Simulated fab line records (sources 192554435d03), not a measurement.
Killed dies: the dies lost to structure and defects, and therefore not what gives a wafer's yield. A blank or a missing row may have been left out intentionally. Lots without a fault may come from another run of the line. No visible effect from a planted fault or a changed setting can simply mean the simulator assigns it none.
fab line records -- flow n5Finfet
[record] lots = 8, wafers = 21, lastDay = 16
route steps=1938 shown MOL_CONTACT_COAG@576 BEOL_M4@1111 PASSIVATION@1936
lots that met no fault: taken from a fault-free run of the same line
startH: hours from the record's opening day to when the first of the lot's shown wafers began -- waitH: hours elapsed since this lot's preceding step -- " the same as in the row above -- L1.1+2: one row covering several wafers at once -- - no value, or no start was given -- * or withheld: withheld -- < > ~ a bound
route shown NAME@n: a module of which the file shows steps, and the number in the route of the first -- usual: mean/standard deviation of fault-free wafers -- same: alike in all rows -- chamber/n: place in a boat -- sites: each site's reading -- _std_site: standard deviation across them -- _edge_site: inner sites' mean taken away from outer sites' mean -- radiusMm: for every site, how far away it sits from the centre of the wafer -- mask NAME#n: copy n -- behind: the last tool/chamber to shape the wafer -- hold: why the lot went on hold/how many hours it stayed there/how the hold came to an end -- device: whichever transistor did not switch (one of n, p or np) -- end of line: tests run on the same wafers once the route is complete -- where a step has no rows: the recipe by itself -- killed: dies that structure and defects cost at the first sort, which is not the same as the wafer's yield -- map: a wafer's dies, x killed, . not, _ none there
set.NAME: the run value of the setting; set.NAME@STEP: its run value at that earlier step -- model.NAME: the simulator's own value behind a step, which no gauge read
one table for each step of the route and one row for each wafer, over a sample of lots
services: from which hour (startH, from the record's first day; less than 0 if before it) a tool's chamber was out of use, for how many hours, and why
[[steps]]
[step N5_MOL_CONTACT_COAG_DESCUM_88]
[recipe] chemistry = O2, timeS = 7, sourcePowerW = 50, biasPowerW = 20, pressureMtorr = 20, rfFrequencyHz = 2.712e+07, tempC = 40, resist = CAR-EUV, o2FlowSccm = 225
[usual] drypumpMotorCurrentA = 5.4/0.48, oesProductAu = 0.79/0.075, rfFwdPowerW = 49.34/0.26, rfVppV = 243.1/1.3, showerheadPlenumPTorr = 2.09/0.072, throttleValvePct = 20.47/0.21
lot.wafer,tool,chamber,startH,waitH,drypumpMotorCurrentA,oesProductAu,rfFwdPowerW,rfHoursCounterH,rfVppV,showerheadPlenumPTorr,throttleValvePct
L465.2,rieDiel-01,2,95.74,0.0,5.1,0.81,48.91,82,245.6,2.21,20.65
L465.3,rieDiel-01,3,95.74,0.0,6.5,0.91,48.93,20,244.7,2.23,20.13
L465.5,rieDiel-01,1,95.74,0.0,5.8,0.69,49.67,-,242.3,2.07,20.59
L468.2,rieDiel-06,1,115.88,0.1,5.4,0.83,49.39,81,245.4,2.14,20.51
L468.5,rieDiel-06,2,115.88,0.1,5.2,0.83,49.53,-,242.4,2.04,20.57
L468.6,rieDiel-06,3,115.88,0.1,4.9,0.86,49.39,-,240.8,2.04,20.14
L476.1,rieDiel-01,2,168.03,0.1,5.1,0.79,48.92,106,245.2,2.20,20.69
L476.4,rieDiel-01,0,168.03,0.1,5.6,0.73,49.55,208,242.5,2.07,20.63
L478.1,rieDiel-06,0,175.32,0.5,5.0,0.73,49.10,192,244.1,2.15,20.63
L478.4,rieDiel-06,2,175.32,0.5,5.2,0.81,49.17,110,242.5,2.03,20.60
L479.1,rieDiel-03,1,188.58,0.0,4.9,0.79,49.74,102,243.0,2.03,20.09
L479.2,rieDiel-03,3,188.58,0.0,5.8,0.95,48.93,16,243.5,2.15,20.47
L480.2,rieDiel-03,2,192.58,0.2,5.8,0.71,49.08,214,241.1,1.99,20.61
L480.3,rieDiel-03,1,192.58,0.2,4.8,0.80,49.27,105,241.9,2.03,20.12
L480.5,rieDiel-03,1,192.58,0.2,4.8,0.80,49.33,-,242.1,2.03,20.09
L484.4,rieDiel-03,1,210.90,0.0,4.8,0.79,49.57,111,243.0,2.03,20.12
L484.5,rieDiel-03,1,210.90,0.0,4.8,0.79,49.61,-,243.0,2.02,20.12
L484.6,rieDiel-03,2,210.90,0.0,5.7,0.70,49.34,-,241.2,1.98,20.62
L487.1,rieDiel-01,1,230.24,0.2,5.8,0.91,49.67,25,241.4,2.05,20.27
L487.2,rieDiel-01,3,230.24,0.2,6.5,0.83,49.10,70,244.8,2.22,20.23
L487.6,rieDiel-01,2,230.24,0.2,5.1,0.76,49.29,-,244.4,2.19,20.73
[step N5_MOL_CONTACT_COAG_ETCH_47]
[recipe] chemistry = CH3F/O2, target = SiNx, targetDepthA = 270, maskMaterial = SiO2, stopOn = W, overEtchFrac = 0.2, ionEnergyEv = 120, endpoint = OES-CN, pressureMtorr = 30, sourceW = 395, biasW = 73, Ar_flow_sccm = 150, CH3F_flow_sccm = 30, O2_flow_sccm = 20, ends = endPoint
[usual] drypumpMotorCurrentA = 5.5/0.5, etchRfOnTimeS = 31.1/0.52, oesProductAu = 0.70/0.065, rfFwdPowerW = 386.0/1.9, rfVppV = 298/4, showerheadPlenumPTorr = 2.00/0.068, throttleValvePct = 16.36/0.24
lot.wafer,tool,chamber,startH,waitH,drypumpMotorCurrentA,etchRfOnTimeS,oesProductAu,rfFwdPowerW,rfHoursCounterH,rfVppV,showerheadPlenumPTorr,throttleValvePct
L465.2,rieDiel-01,3,96.36,0.0,6.5,30.3,0.83,384.2,20,304,2.12,15.94
L465.3,rieDiel-01,0,96.36,0.0,5.6,31.4,0.66,388.8,183,298,1.98,16.49
L465.5,rieDiel-01,3,96.36,0.0,6.5,30.8,0.82,384.3,-,303,2.12,15.93
L468.2,rieDiel-01,3,116.46,0.0,6.5,30.1,0.81,385.2,28,303,2.12,15.96
L468.5,rieDiel-01,1,116.46,0.0,5.8,32.0,0.61,389.7,-,293,1.97,16.54
L468.6,rieDiel-01,2,116.46,0.0,5.2,31.4,0.72,385.2,-,293,2.11,16.60
L476.1,rieDiel-06,1,168.61,0.0,5.4,31.0,0.71,386.0,100,302,2.03,16.35
L476.4,rieDiel-06,3,168.61,0.0,4.9,31.0,0.74,383.6,75,302,1.93,15.94
L478.1,rieDiel-06,3,175.97,0.0,4.9,31.3,0.73,386.4,78,300,1.93,15.95
L478.4,rieDiel-06,0,175.97,0.0,5.0,31.3,0.65,385.5,192,292,2.06,16.57
L479.1,rieDiel-03,1,189.51,0.0,4.8,31.2,0.72,384.5,103,296,1.94,16.07
L479.2,rieDiel-03,3,189.51,0.0,5.8,30.6,0.84,383.9,16,300,2.04,16.26
L480.2,rieDiel-01,1,193.17,0.0,5.8,31.4,0.84,390.0,12,292,1.96,16.11
L480.3,rieDiel-01,0,193.17,0.0,5.6,31.3,0.65,388.6,216,298,1.97,16.56
L480.5,rieDiel-01,3,193.17,0.0,6.5,30.9,0.76,383.7,-,301,2.11,16.02
L484.4,rieDiel-06,3,211.47,0.0,4.9,31.3,0.72,385.5,91,300,1.93,15.98
L484.5,rieDiel-06,1,211.47,0.0,5.4,31.2,0.70,385.8,-,303,2.02,16.38
L484.6,rieDiel-06,0,211.47,0.0,5.0,30.9,0.65,387.4,-,290,2.06,16.59
L487.1,rieDiel-01,3,230.97,0.0,6.5,30.8,0.74,384.0,70,301,2.11,16.04
L487.2,rieDiel-01,2,230.97,0.0,5.1,31.2,0.68,386.0,131,293,2.10,16.69
L487.6,rieDiel-01,0,230.97,0.0,5.6,31.8,0.63,389.7,-,300,1.96,16.58
[step N5_MOL_CONTACT_COAG_EXPOSE_37]
[recipe] maskId = VD, na = 0.33, sourceShape = annular, sigmaInner = 0.3, sigmaOuter = 0.7, polarization = unpolarized, defocusNm = 0, doseMj = 62
lot.wafer,tool,chamber,startH,waitH,mask
L465.2+3+5,euvScanner-02,0,96.77,-,VD#0
L468.2+5+6,euvScanner-02,0,116.87,-,VD#0
L476.1+4,euvScanner-02,0,169.01,-,VD#0
L478.1+4,euvScanner-02,0,176.50,-,VD#0
L479.1+2,euvScanner-02,0,189.91,-,VD#0
L480.2+3+5,euvScanner-01,0,193.70,-,VD#0
L484.4+5+6,euvScanner-01,0,212.03,-,VD#0
L487.1+2+6,euvScanner-01,0,231.50,-,VD#0
[step N5_MOL_CONTACT_COAG_CD_MEAS_40]
[recipe] targetCdNm = 25.1, landingEnergyEv = 500, detector = seInlens, polarity = opening
[usual] cdNm = 25.09/0.25
lot.wafer,tool,chamber,startH,waitH,cdNm
L465.2,cdSem-02,0,96.91,-,25.32
L465.3,cdSem-02,0,96.91,-,25.05
L465.5,cdSem-02,0,96.91,-,25.39
L468.2,cdSem-03,0,117.01,-,24.91
L468.5,cdSem-03,0,117.01,-,24.74
L468.6,cdSem-03,0,117.01,-,25.07
L476.1,cdSem-03,0,169.15,-,23.25
L476.4,cdSem-03,0,169.15,-,25.42
L478.1,cdSem-01,0,176.65,-,21.93
L478.4,cdSem-01,0,176.65,-,24.44
L479.1,cdSem-03,0,190.05,-,23.17
L479.2,cdSem-03,0,190.05,-,23.44
L480.2,cdSem-03,0,193.84,-,24.72
L480.3,cdSem-03,0,193.84,-,25.08
L480.5,cdSem-03,0,193.84,-,25.12
L484.4,cdSem-01,0,212.16,-,25.12
L484.5,cdSem-01,0,212.16,-,24.78
L484.6,cdSem-01,0,212.16,-,24.69
L487.1,cdSem-02,0,231.64,-,25.07
L487.2,cdSem-02,0,231.64,-,24.87
L487.6,cdSem-02,0,231.64,-,25.00
[step N5_MOL_CONTACT_COAG_ETCH_65]
[recipe] chemistry = N2/H2, target = underlayer, targetDepthA = 130, maskMaterial = CAR-EUV, timeS = 10.4, ionEnergyEv = 200, pressureMtorr = 30, sourceW = 840, biasW = 150, n2FlowSccm = 200, h2FlowSccm = 200, ends = cleared
[usual] drypumpMotorCurrentA = 5.5/0.49, etchRfOnTimeS = 10.40/0.22, n2FlowSccm = 200.0/0.59, oesProductAu = 0.67/0.062, rfFwdPowerW = 818.5/2.4, rfVppV = 523.5/2.6, showerheadPlenumPTorr = 2.53/0.088, throttleValvePct = 17.87/0.25
lot.wafer,tool,chamber,startH,waitH,drypumpMotorCurrentA,etchRfOnTimeS,n2FlowSccm,oesProductAu,rfFwdPowerW,rfHoursCounterH,rfVppV,showerheadPlenumPTorr,throttleValvePct
L465.2,rieDiel-01,2,97.06,0.0,5.1,10.80,200.3,0.68,814.2,83,527.5,2.68,18.11
L465.3,rieDiel-01,3,97.06,0.0,6.5,10.12,199.9,0.79,815.4,20,529.7,2.71,17.48
L465.5,rieDiel-01,3,97.06,0.0,6.5,10.08,199.4,0.78,813.7,-,529.3,2.71,17.49
L468.2,rieDiel-01,0,117.16,0.0,5.6,10.33,199.9,0.63,815.9,190,522.8,2.51,17.96
L468.5,rieDiel-01,0,117.16,0.0,5.6,10.24,200.2,0.63,817.6,-,522.7,2.51,17.97
L468.6,rieDiel-01,3,117.16,0.0,6.5,9.97,200.9,0.77,818.2,-,527.7,2.70,17.51
L476.1,rieDiel-03,1,169.31,0.0,4.8,10.48,200.8,0.68,818.9,97,521.4,2.45,17.42
L476.4,rieDiel-03,2,169.31,0.0,5.8,10.45,199.7,0.61,824.4,206,521.4,2.41,18.01
L478.1,rieDiel-01,0,176.81,0.0,5.6,10.32,199.7,0.62,819.8,211,524.6,2.50,18.01
L478.4,rieDiel-01,2,176.81,0.0,5.2,10.87,198.2,0.65,822.5,110,527.0,2.67,18.17
L479.1,rieDiel-03,1,190.48,0.0,4.8,10.44,200.1,0.68,821.8,104,520.1,2.45,17.44
L479.2,rieDiel-03,3,190.48,0.0,5.8,10.48,201.0,0.78,817.9,17,526.9,2.59,17.72
L480.2,rieDiel-06,3,194.06,0.0,4.9,10.68,199.8,0.68,821.7,84,521.3,2.48,17.76
L480.3,rieDiel-06,1,194.06,0.0,5.4,10.50,200.2,0.67,820.4,107,524.3,2.55,17.74
L480.5,rieDiel-06,1,194.06,0.0,5.4,10.38,201.2,0.67,816.0,-,524.7,2.55,17.76
L484.4,rieDiel-03,2,212.32,0.0,5.8,10.31,199.5,0.60,819.4,222,520.1,2.41,18.05
L484.5,rieDiel-03,2,212.32,0.0,5.8,10.50,199.7,0.60,823.3,-,521.3,2.41,18.03
L484.6,rieDiel-03,3,212.32,0.0,5.8,10.61,199.8,0.76,817.5,-,526.3,2.58,17.73
L487.1,rieDiel-06,2,231.80,0.0,5.2,10.19,200.2,0.67,818.7,130,522.3,2.46,18.09
L487.2,rieDiel-06,0,231.80,0.0,5.0,10.47,199.9,0.61,821.0,205,524.3,2.63,18.24
L487.6,rieDiel-06,0,231.80,0.0,5.1,10.52,200.7,0.60,821.1,-,526.2,2.63,18.24
[step N5_MOL_CONTACT_COAG_CD_MEAS_101]
[recipe] targetCdNm = 16
[usual] cdNm = 15.9/0.35
lot.wafer,tool,chamber,startH,waitH,cdNm
L465.2,cdSem-01,-,98.30,0.0,16.1
L465.3,cdSem-01,-,98.30,0.0,16.3
L465.5,cdSem-01,-,98.30,0.0,16.1
L468.2,cdSem-01,-,117.95,0.0,15.5
L468.5,cdSem-01,-,117.95,0.0,15.5
L468.6,cdSem-01,-,117.95,0.0,15.8
L476.1,cdSem-03,-,170.33,0.0,14.3
L476.4,cdSem-03,-,170.33,0.0,15.6
L478.1,cdSem-03,-,177.60,0.0,13.5
L478.4,cdSem-03,-,177.60,0.0,15.8
L479.1,cdSem-03,-,191.66,0.0,14.0
L479.2,cdSem-03,-,191.66,0.0,14.4
L480.2,cdSem-03,-,195.04,0.0,15.7
L480.3,cdSem-03,-,195.04,0.0,15.4
L480.5,cdSem-03,-,195.04,0.0,15.5
L484.4,cdSem-03,-,213.31,0.0,15.3
L484.5,cdSem-03,-,213.31,0.0,15.3
L484.6,cdSem-03,-,213.31,0.0,15.6
L487.1,cdSem-03,-,232.85,0.0,15.8
L487.2,cdSem-03,-,232.85,0.0,16.4
L487.6,cdSem-03,-,232.85,0.0,16.3
[step N5_BEOL_M4_RC_MEAS_101]
[usual] DIBL_N = 36.3/1.7, DIBL_P = 36.5/1.8, IOFF_N = 0.16/0.033, IOFF_P = 0.21/0.037, ION_N = 675/11, ION_P = 462/7.9, SS_N = 71.6/0.64, SS_P = 73.3/0.68, VT_N = 249/3.3, VT_P = -250/3.3
lot.wafer,tool,chamber,startH,waitH,DIBL_N[mV/V],DIBL_P[mV/V],IOFF_N[nA/um],IOFF_P[nA/um],ION_N[uA/um],ION_P[uA/um],SS_N[mV/dec],SS_P[mV/dec],VT_N[mV],VT_P[mV]
L465.2,prober-01,0,159.47,0.2,35.4,36.0,0.14,0.19,666,457,71.4,73.2,253,-255
L465.3,prober-01,0,159.47,0.2,35.3,36.6,0.15,0.20,684,469,71.6,73.9,249,-252
L465.5,prober-01,0,159.47,0.2,34.9,36.1,0.15,0.19,678,466,71.6,73.7,253,-252
L468.2,prober-01,0,181.49,0.2,35.7,36.1,0.15,0.18,682,467,71.0,73.3,251,-251
L468.5,prober-01,0,181.49,0.2,33.6,33.4,0.11,0.14,681,462,71.0,72.8,255,-257
L468.6,prober-01,0,181.49,0.2,36.1,36.5,0.14,0.18,677,463,71.5,73.3,253,-253
L476.4,prober-01,0,225.72,0.5,35.6,34.7,0.15,0.17,666,450,71.1,72.7,249,-253
L478.4,prober-02,0,251.44,0.5,39.5,39.9,0.22,0.26,672,463,73.9,74.1,250,-247
L480.2,prober-02,0,256.66,0.2,37.0,36.3,0.17,0.24,677,463,71.6,73.4,249,-248
L480.3,prober-02,0,256.66,0.2,38.1,37.1,0.19,0.24,675,462,72.2,73.7,248,-246
L480.5,prober-02,0,256.66,0.2,39.1,38.9,0.21,0.27,686,465,72.7,73.8,248,-248
L484.4,prober-01,0,267.91,0.5,37.3,36.6,0.16,0.23,678,472,71.4,72.5,254,-245
L484.5,prober-01,0,267.91,0.5,36.3,35.8,0.15,0.22,662,460,71.4,73.4,253,-248
L484.6,prober-01,0,267.91,0.5,37.3,36.4,0.17,0.23,667,464,71.9,73.5,249,-247
L487.1,prober-02,0,298.18,0.0,36.2,35.1,0.14,0.17,662,447,71.2,73.8,253,-251
L487.2,prober-02,0,298.18,0.0,37.3,36.3,0.16,0.18,677,458,72.1,73.9,249,-254
L487.6,prober-02,0,298.18,0.0,37.5,37.0,0.16,0.20,673,458,71.5,74.2,247,-253
[step N5_PASSIVATION_PROBE_49]
[usual] defectLimitedYield = 91.3/1.5, killed_at_M0_to_M3 = 34/9.4, killed_at_M4_up = 13/5.3, killedAtContacts = 13/5.7, killedAtFrontEnd = 40/10, killedAtOther = 3.7/2.8, killedDies = 103/17, killedOnRim = 13/4.2, killedOpen = 67/13, killedShort = 35/8.5, sort_bin_5_function = 5.0/0.98, sort_bin_6_memory = 3.3/0.7, sortNPass = 1077/17, sortYieldPct = 91.3/1.5
[same] grossDies = 1180, killedAtBackSide = 0, sort_bin_4_leakage[%] = 0, sort_bin_8_speed[%] = 0
lot.wafer,tool,chamber,startH,waitH,defectLimitedYield[%],killed_at_M0_to_M3,killed_at_M4_up,killedAtContacts,killedAtFrontEnd,killedAtOther,killedDies,killedOnRim,killedOpen,killedShort,sort_bin_5_function[%],sort_bin_6_memory[%],sortNPass,sortYieldPct[%]
L465.2,prober-01,-,261.56,0.1,91.4,27,12,12,47,3,101,13,69,32,4.7,3.4,1079,91.4
L465.3,prober-01,-,261.61,0.1,92.3,26,12,14,38,1,91,9,55,33,4.2,2.9,1089,92.3
L465.5,prober-01,-,261.71,0.2,91.3,28,22,12,39,2,103,14,70,33,4.3,4.3,1077,91.3
L468.2,prober-02,-,285.28,0.1,87.9,46,13,20,55,9,143,23,97,45,7.0,4.7,1037,87.9
L468.5,prober-02,-,285.43,0.2,88.6,56,12,17,47,2,134,21,87,46,7.5,3.3,1046,88.6
L468.6,prober-02,-,285.48,0.3,89.7,40,15,23,39,5,122,10,75,47,6.1,3.7,1058,89.7
L476.1,prober-02,-,331.64,0.0,0,43,23,1078,34,2,1180,152,81,28,5.0,4.2,0,0
L476.4,prober-02,-,331.79,0.2,91.1,27,30,9,34,5,105,17,70,34,6.1,2.6,1075,91.1
L479.1,prober-02,-,353.17,0.0,0,44,12,1068,53,3,1180,152,84,42,5.8,4.4,0,0
L479.2,prober-02,-,353.22,0.1,0,52,14,1057,52,5,1180,152,84,45,6.6,4.0,0,0
L478.1,prober-01,-,355.52,0.0,0,24,17,1083,51,5,1180,152,70,37,5.1,3.7,0,0
L478.4,prober-01,-,355.67,0.2,91.4,37,10,6,46,3,102,20,69,31,5.6,2.5,1078,91.4
L480.2,prober-01,-,365.21,0.1,87.6,59,14,17,52,4,146,16,81,65,7.5,4.8,1034,87.6
L480.3,prober-01,-,365.26,0.1,91.0,30,22,15,34,5,106,11,56,50,4.8,3.9,1074,91.0
L480.5,prober-01,-,365.36,0.2,88.4,32,22,24,55,4,137,18,83,52,6.4,4.6,1043,88.4
L484.4,prober-02,-,369.93,0.2,94.0,28,6,12,21,4,71,8,49,22,3.6,2.2,1109,94.0
L484.5,prober-02,-,369.98,0.2,90.7,34,14,11,45,6,110,9,77,32,5.9,3.1,1070,90.7
L484.6,prober-02,-,370.03,0.3,92.9,29,2,8,41,4,84,12,47,36,4.3,2.5,1096,92.9
L487.1,prober-01,-,392.89,0.0,89.2,28,11,19,65,5,128,23,87,34,5.9,4.1,1052,89.2
L487.2,prober-01,-,392.94,0.1,91.8,27,13,11,43,3,97,12,65,31,4.2,3.5,1083,91.8
L487.6,prober-01,-,393.14,0.3,92.5,18,3,13,51,3,88,10,57,31,5.0,2.4,1092,92.5
// killed by level:class
L465.2 FIN_SAQP:geometricParticle:open=19 MOL_CONTACT_COAG:geometricParticle:open=9 FIN_SAQP:geometricParticle:short=7 BEOL_M2:geometricParticle:open=6 BEOL_M3:geometricParticle:open=5 SPACER0:geometricParticle:open=4 BEOL_M0_SAQP:geometricParticle:open=4 BEOL_M0_SAQP:geometricParticle:short=4
L465.3 MOL_CONTACT_COAG:geometricParticle:open=13 FIN_SAQP:geometricParticle:open=10 FIN_SAQP:geometricParticle:short=8 BEOL_M0_SAQP:geometricParticle:short=6 BEOL_M2:geometricParticle:open=6 BEOL_M4:geometricParticle:open=6 BEOL_M1:geometricParticle:open=4 BEOL_M3:geometricParticle:open=4
L465.5 BEOL_M4:geometricParticle:open=16 FIN_SAQP:geometricParticle:short=10 BEOL_M2:geometricParticle:open=9 MOL_CONTACT_COAG:geometricParticle:open=7 FIN_SAQP:geometricParticle:open=6 STARTING-WAFER:geometricParticle:open=6 MOL_CONTACT_COAG:geometricParticle:short=5 BEOL_M0_SAQP:geometricParticle:open=5
L468.2 MOL_CONTACT_COAG:geometricParticle:open=17 FIN_SAQP:geometricParticle:open=16 BEOL_M3:geometricParticle:open=11 FIN_SAQP:geometricParticle:short=10 BEOL_M0_SAQP:geometricParticle:short=10 STI_FIN_REVEAL:geometricParticle:open=9 BEOL_M0_SAQP:geometricParticle:open=9 BEOL_M1:geometricParticle:open=8
L468.5 BEOL_M3:geometricParticle:open=19 FIN_SAQP:geometricParticle:short=13 MOL_CONTACT_COAG:geometricParticle:open=13 FIN_SAQP:geometricParticle:open=12 BEOL_M0_SAQP:geometricParticle:short=9 BEOL_M0_SAQP:geometricParticle:open=7 BEOL_M1:geometricParticle:open=7 BEOL_M3:geometricParticle:short=6
L468.6 MOL_CONTACT_COAG:geometricParticle:open=18 BEOL_M3:geometricParticle:open=12 FIN_SAQP:geometricParticle:open=11 BEOL_M0_SAQP:geometricParticle:short=11 FIN_SAQP:geometricParticle:short=10 BEOL_M0_SAQP:geometricParticle:open=7 BEOL_M1:geometricParticle:open=6 MOL_CONTACT_COAG:geometricParticle:short=5
L476.1 MOL_CONTACT_COAG:areaExpose=1071 DUMMY_GATE:geometricParticle:open=11 BEOL_M2:geometricParticle:open=11 BEOL_M0_SAQP:geometricParticle:short=10 STI_FIN_REVEAL:geometricParticle:open=9 BEOL_M0_SAQP:geometricParticle:open=6 MOL_CONTACT_COAG:geometricParticle:open=6 BEOL_M4:geometricParticle:open=6
L476.4 BEOL_M4:geometricParticle:open=18 BEOL_M2:geometricParticle:open=8 MOL_CONTACT_COAG:geometricParticle:open=7 BEOL_M0_SAQP:geometricParticle:short=7 FIN_SAQP:geometricParticle:short=6 DUMMY_GATE:geometricParticle:open=6 BEOL_M0_SAQP:geometricParticle:open=6 FIN_SAQP:geometricParticle:open=3
L479.1 MOL_CONTACT_COAG:areaExpose=1054 FIN_SAQP:geometricParticle:open=19 MOL_CONTACT_COAG:geometricParticle:open=14 STI_FIN_REVEAL:geometricParticle:open=11 FIN_SAQP:geometricParticle:short=8 BEOL_M0_SAQP:geometricParticle:open=8 BEOL_M0_SAQP:geometricParticle:short=8 BEOL_M3:geometricParticle:open=6
L479.2 MOL_CONTACT_COAG:areaExpose=1051 FIN_SAQP:geometricParticle:open=16 BEOL_M2:geometricParticle:open=14 FIN_SAQP:geometricParticle:short=12 BEOL_M0_SAQP:geometricParticle:open=10 BEOL_M1:geometricParticle:open=10 BEOL_M0_SAQP:geometricParticle:short=6 BEOL_M4:geometricParticle:open=6
L478.1 MOL_CONTACT_COAG:areaExpose=1072 MOL_CONTACT_COAG:geometricParticle:open=10 BEOL_M2:geometricParticle:open=9 STI_FIN_REVEAL:geometricParticle:open=7 FIN_SAQP:geometricParticle:open=6 GATE_CUT:geometricParticle:short=6 GATE_CUT:geometricParticle:open=6 BEOL_M4:geometricParticle:open=6
L478.4 FIN_SAQP:geometricParticle:open=13 BEOL_M0_SAQP:geometricParticle:open=9 BEOL_M3:geometricParticle:open=7 BEOL_M0_SAQP:geometricParticle:short=6 BEOL_M2:geometricParticle:open=6 FIN_SAQP:geometricParticle:short=5 STI_FIN_REVEAL:geometricParticle:open=5 GATE_CUT:geometricParticle:open=5
L480.2 FIN_SAQP:geometricParticle:short=18 MOL_CONTACT_COAG:geometricParticle:open=15 BEOL_M0_SAQP:geometricParticle:short=15 BEOL_M0_SAQP:geometricParticle:open=14 BEOL_M2:geometricParticle:open=11 BEOL_M1:geometricParticle:open=11 FIN_SAQP:geometricParticle:open=9 GATE_CUT:geometricParticle:short=7
L480.3 FIN_SAQP:geometricParticle:short=14 MOL_CONTACT_COAG:geometricParticle:open=12 FIN_SAQP:geometricParticle:open=9 BEOL_M1:geometricParticle:short=9 BEOL_M4:geometricParticle:open=7 BEOL_M0_SAQP:geometricParticle:open=6 BEOL_M4:geometricParticle:short=5 MOL_CONTACT_COAG:geometricParticle:short=3
L480.5 MOL_CONTACT_COAG:geometricParticle:open=20 FIN_SAQP:geometricParticle:open=19 FIN_SAQP:geometricParticle:short=18 BEOL_M0_SAQP:geometricParticle:short=11 BEOL_M0_SAQP:geometricParticle:open=6 DUMMY_GATE:geometricParticle:open=5 BEOL_M4:geometricParticle:open=5 BEOL_M4:geometricParticle:short=5
L484.4 MOL_CONTACT_COAG:geometricParticle:open=10 BEOL_M3:geometricParticle:open=8 BEOL_M2:geometricParticle:open=5 DUMMY_GATE:geometricParticle:open=4 BEOL_M0_SAQP:geometricParticle:short=4 STI_FIN_REVEAL:geometricParticle:open=3 DUMMY_GATE:geometricParticle:short=3 BEOL_M0_SAQP:geometricParticle:open=3
L484.5 STI_FIN_REVEAL:geometricParticle:open=15 BEOL_M2:geometricParticle:open=9 MOL_CONTACT_COAG:geometricParticle:open=8 FIN_SAQP:geometricParticle:open=7 BEOL_M4:geometricParticle:short=5 BEOL_M0_SAQP:geometricParticle:open=5 BEOL_M1:geometricParticle:open=5 GATE_CUT:geometricParticle:open=4
L484.6 FIN_SAQP:geometricParticle:open=7 MOL_CONTACT_COAG:geometricParticle:open=7 STI_FIN_REVEAL:geometricParticle:open=7 BEOL_M0_SAQP:geometricParticle:short=7 BEOL_M3:geometricParticle:open=6 BEOL_M3:geometricParticle:short=6 STARTING-WAFER:geometricParticle:short=6 FIN_SAQP:geometricParticle:short=4
L487.1 MOL_CONTACT_COAG:geometricParticle:open=16 STI_FIN_REVEAL:geometricParticle:open=15 BEOL_M1:geometricParticle:open=12 FIN_SAQP:geometricParticle:open=9 FIN_SAQP:geometricParticle:short=8 HKMG_FIN:areaEtch=6 GATE_CUT:geometricParticle:short=5 BEOL_M3:geometricParticle:open=5
L487.2 FIN_SAQP:geometricParticle:open=13 BEOL_M3:geometricParticle:open=9 MOL_CONTACT_COAG:geometricParticle:open=8 STI_FIN_REVEAL:geometricParticle:open=7 FIN_SAQP:geometricParticle:short=5 BEOL_M0_SAQP:geometricParticle:open=4 BEOL_M1:geometricParticle:open=4 BEOL_M2:geometricParticle:open=4
L487.6 FIN_SAQP:geometricParticle:open=13 MOL_CONTACT_COAG:geometricParticle:open=11 FIN_SAQP:geometricParticle:short=10 GATE_CUT:geometricParticle:short=6 BEOL_M2:geometricParticle:open=6 BEOL_M3:geometricParticle:open=6 DUMMY_GATE:geometricParticle:open=4 STI_FIN_REVEAL:geometricParticle:open=3
[[services]]
tool,chamber,startH,hours,kind
rieDiel-06,-,89.79,0.7,repair
euvScanner-01,-,93.55,0.3,repair
euvScanner-02,-,99.97,1.0,pm
euvScanner-01,-,112.98,1.0,pm
rieDiel-03,3,115.55,-,clean
rieDiel-03,3,115.55,-,consumableReplace:focusRing
rieDiel-03,3,115.55,23.0,scheduledDown
rieDiel-03,3,115.55,23.0,ventCycle
rieDiel-03,2,140.46,3.9,repair
euvScanner-01,-,140.87,2.1,repair
rieDiel-01,1,146.78,-,clean
rieDiel-01,1,146.78,-,consumableReplace:focusRing
rieDiel-01,1,146.78,13.0,scheduledDown
rieDiel-01,1,146.78,13.0,ventCycle
euvScanner-02,-,156.12,1.0,pm
euvScanner-01,-,169.13,1.0,pm
rieDiel-03,0,187.82,10.9,repair
rieDiel-06,0,188.36,17.2,repair
euvScanner-01,-,208.25,1.9,repair
euvScanner-02,-,212.27,1.0,pm
rieDiel-03,1,213.27,14.2,repair
euvScanner-01,-,214.53,4.6,pm
rieDiel-03,0,218.88,6.2,repair
euvScanner-01,-,225.28,1.0,pm
[[key]]
[firstSign] step = N5_MOL_CONTACT_COAG_CD_MEAS_40, reading = cdNm, direction = down, sigmas = 8.5, usual = 25.09, struck = 22.95
[effect] step = N5_MOL_CONTACT_COAG_CD_MEAS_101, reading = cdNm, direction = down, sigmas = 5.2, usual = 15.9, struck = 14.1
[effect] step = N5_PASSIVATION_PROBE_49, reading = killedAtContacts, direction = up, sigmas = 99+, usual = 13, struck = 1072
[moreKillsBornAt] N5_MOL_CONTACT_COAG_EXPOSE_37@euvScanner-02 = 4248
metAt N5_MOL_CONTACT_COAG_EXPOSE_37
struckLots L476,L478,L479
struckWafers L476.1,L478.1,L479.1,L479.2
laterRowsLeftOut L476.1,L478.1,L479.1,L479.2
notActingAt N5_MOL_CONTACT_COAG_DESCUM_88,N5_MOL_CONTACT_COAG_ETCH_47,N5_MOL_CONTACT_COAG_ETCH_65
onsetBetween 116.87 169.01
[fault] kind = processParameterDrift, tool = euvScanner-02, chamber = -, onsetH = 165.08, steps = N5_MOL_CONTACT_COAG_EXPOSE_37, channel = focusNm, offset = 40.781, shape = step, endH = 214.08, scope = struckWafersOnly
// laterRowsLeftOut: the simulator's readings of these wafers behind a module that went badly wrong aren't trusted and aren't shown, but for the sort
